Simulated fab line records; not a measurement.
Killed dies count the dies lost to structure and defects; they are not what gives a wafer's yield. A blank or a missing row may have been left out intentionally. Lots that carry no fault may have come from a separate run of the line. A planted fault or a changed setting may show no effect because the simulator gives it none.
Split-lot study | flow n5_finfet | 7 lots, 39 wafers read, on a route of 1938 steps

ON THE SPLIT
At N5_ZERO_LAYER_DEVELOP_10 (develop time 60 s), the setting develop_time_s was moved away from the recipe's 60 s on 18 of the 39 wafers read, by -30.8% to +49.1%. This setting was run at the recipe's value on the other wafers.

FROM SPLIT TO READING: 1 step shown by the file between the two
- N5_ZERO_LAYER_HARDBAKE_23: time 120 s

THE READING
cd_nm, in nm, at N5_ZERO_LAYER_CD_MEAS_11 (target cd 2000 nm). Typical for fault-free wafers on this fab line: 2000.4 nm, with standard deviation 1.9 nm.

wafer  | tool, chamber at the split | develop_time_s as run, s | against the recipe | cd_nm, nm | against lot-mates on the recipe
L075.1 | litho_track-04, 0          | 60                       | recipe             | 1999.5    | -
L075.2 | litho_track-04, 0          | 41.5                     | -30.8%             | 1993.3    | -6.6
L075.3 | litho_track-04, 0          | 60                       | recipe             | 1997.7    | -
L075.4 | litho_track-04, 0          | 41.5                     | -30.8%             | 1988.5    | -11.4
L075.5 | litho_track-04, 0          | 60                       | recipe             | 2002.5    | -
L075.6 | litho_track-04, 0          | 41.5                     | -30.8%             | 1992.0    | -7.9
L080.1 | litho_track-03, 0          | 80.12                    | +33.5%             | 2008.3    | +4.7
L080.2 | litho_track-03, 0          | 60                       | recipe             | 2001.9    | -
L080.3 | litho_track-03, 0          | 60                       | recipe             | 2003.6    | -
L080.4 | litho_track-03, 0          | 80.12                    | +33.5%             | 2007.6    | +4.0
L080.5 | litho_track-03, 0          | 80.12                    | +33.5%             | 2009.9    | +6.3
L080.6 | litho_track-03, 0          | 60                       | recipe             | 2005.3    | -
L081.1 | litho_track-04, 0          | 84.72                    | +41.2%             | 2006.8    | +8.0
L081.2 | litho_track-04, 0          | 60                       | recipe             | 1999.2    | -
L081.3 | litho_track-04, 0          | 84.72                    | +41.2%             | 2005.9    | +7.1
L081.4 | litho_track-04, 0          | 60                       | recipe             | 2000.6    | -
L081.5 | litho_track-04, 0          | 84.72                    | +41.2%             | 2008.4    | +9.6
L081.6 | litho_track-04, 0          | 60                       | recipe             | 1996.7    | -
L082.1 | litho_track-03, 0          | 60                       | recipe             | 2003.8    | -
L082.2 | litho_track-03, 0          | 60                       | recipe             | 2001.7    | -
L082.3 | litho_track-03, 0          | 89.48                    | +49.1%             | 2009.4    | +5.9
L082.4 | litho_track-03, 0          | 89.48                    | +49.1%             | 2011.1    | +7.6
L082.5 | litho_track-03, 0          | 60                       | recipe             | 2004.9    | -
L082.6 | litho_track-03, 0          | 89.48                    | +49.1%             | 2006.7    | +3.2
L086.1 | litho_track-05, 0          | 60                       | recipe             | 1999.0    | -
L086.2 | litho_track-05, 0          | 60                       | recipe             | 1998.3    | -
L086.4 | litho_track-05, 0          | 60                       | recipe             | 1999.5    | -
L088.1 | litho_track-05, 0          | 45.86                    | -23.6%             | 1993.9    | -8.0
L088.2 | litho_track-05, 0          | 45.86                    | -23.6%             | 1995.7    | -6.2
L088.3 | litho_track-05, 0          | 60                       | recipe             | 2001.7    | -
L088.4 | litho_track-05, 0          | 60                       | recipe             | 2001.4    | -
L088.5 | litho_track-05, 0          | 60                       | recipe             | 2002.6    | -
L088.6 | litho_track-05, 0          | 45.86                    | -23.6%             | 1998.1    | -3.8
L095.1 | litho_track-04, 0          | 60                       | recipe             | 1999.4    | -
L095.2 | litho_track-04, 0          | 73.35                    | +22.2%             | 2001.8    | +2.6
L095.3 | litho_track-04, 0          | 73.35                    | +22.2%             | 2000.6    | +1.4
L095.4 | litho_track-04, 0          | 60                       | recipe             | 2000.6    | -
L095.5 | litho_track-04, 0          | 73.35                    | +22.2%             | 2002.7    | +3.5
L095.6 | litho_track-04, 0          | 60                       | recipe             | 1997.7    | -

THE FIT
A straight line over all 39 wafers: cd_nm changes by +0.196 nm for each +1% of develop_time_s; r = +0.88; the points scatter about the line by 2.5 nm.
The same after taking each lot's own level away (the mean of its wafers on the recipe; 39 wafers): +0.182 nm for each +1%; r = +0.91; scatter 1.9 nm.
Per that fit: largest develop_time_s move, reading shift of 8.9 nm.
The lots' own levels span 1998.83 to 2003.60 nm, that is 2.5 times the standard deviation above.
Consequently the slope shifts little with the lot-to-lot level, the two slopes agreeing.
Check: with one of the wafers moved furthest among these (+49.1%) left out of the fit, the line predicts +8.44 nm for it against its lot-mates. Against them it came out at +5.93 nm.

THE FILE'S OWN FIT
cd_nm changes by +0.172 nm for each +1% of develop_time_s, r = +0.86.
